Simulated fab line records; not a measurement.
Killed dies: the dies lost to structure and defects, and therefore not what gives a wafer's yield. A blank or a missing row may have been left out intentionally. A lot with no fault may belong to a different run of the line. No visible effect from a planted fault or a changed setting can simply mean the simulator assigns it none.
Matching of chambers    flow n5_finfet    rie_diel-04 running N5_BEOL_M10_ETCH_62: 4 sister chambers
The step etches SOC in N2/H2, target depth 110 nm, overetch 22 nm, time 165 s. 4 wafers are shown with their chamber, then 11 later ones without.

== EACH WAFER AND ITS CHAMBER ==
wafer   chamber  showerhead_plenum_p_Torr (Torr)
L083.6  3        2.46
L089.1  0        2.70
L089.3  1        2.61
L091.3  2        2.51

== WAFERS WHOSE CHAMBER IS MISSING ==
wafer   showerhead_plenum_p_Torr (Torr)
L091.4  2.69
L091.6  2.69
L092.2  2.50
L092.4  2.61
L092.6  2.45
L096.2  2.69
L096.3  2.61
L096.5  2.61
L097.2  2.61
L097.4  2.50
L097.5  2.61

== WHICH CHAMBER EACH WENT THROUGH ==
wafer   from the rows above  in truth
L091.4  0                    0
L091.6  0                    0
L092.2  2                    2
L092.4  1                    1
L092.6  3                    3
L096.2  0                    0
L096.3  1                    1
L096.5  1                    1
L097.2  1                    1
L097.4  2                    2
L097.5  1                    1
Placed correctly: 11 of 11. Not placeable from these rows: 0. Number placed wrongly: 0.
How it was worked out, from the rows above alone: a wafer's distance from a chamber is the root of the sum, over the readings, of the square of ((its reading less the chamber's mean) divided by the reading's scatter). If the next closest chamber is less than 2 further off than the closest, the wafer can't be placed; otherwise it belongs to the closest. The mean given for a chamber averages the wafers shown for that chamber. The scatter: with one shown wafer a chamber, the root of the mean of the squares of how far each hidden wafer lies from its nearest shown one.
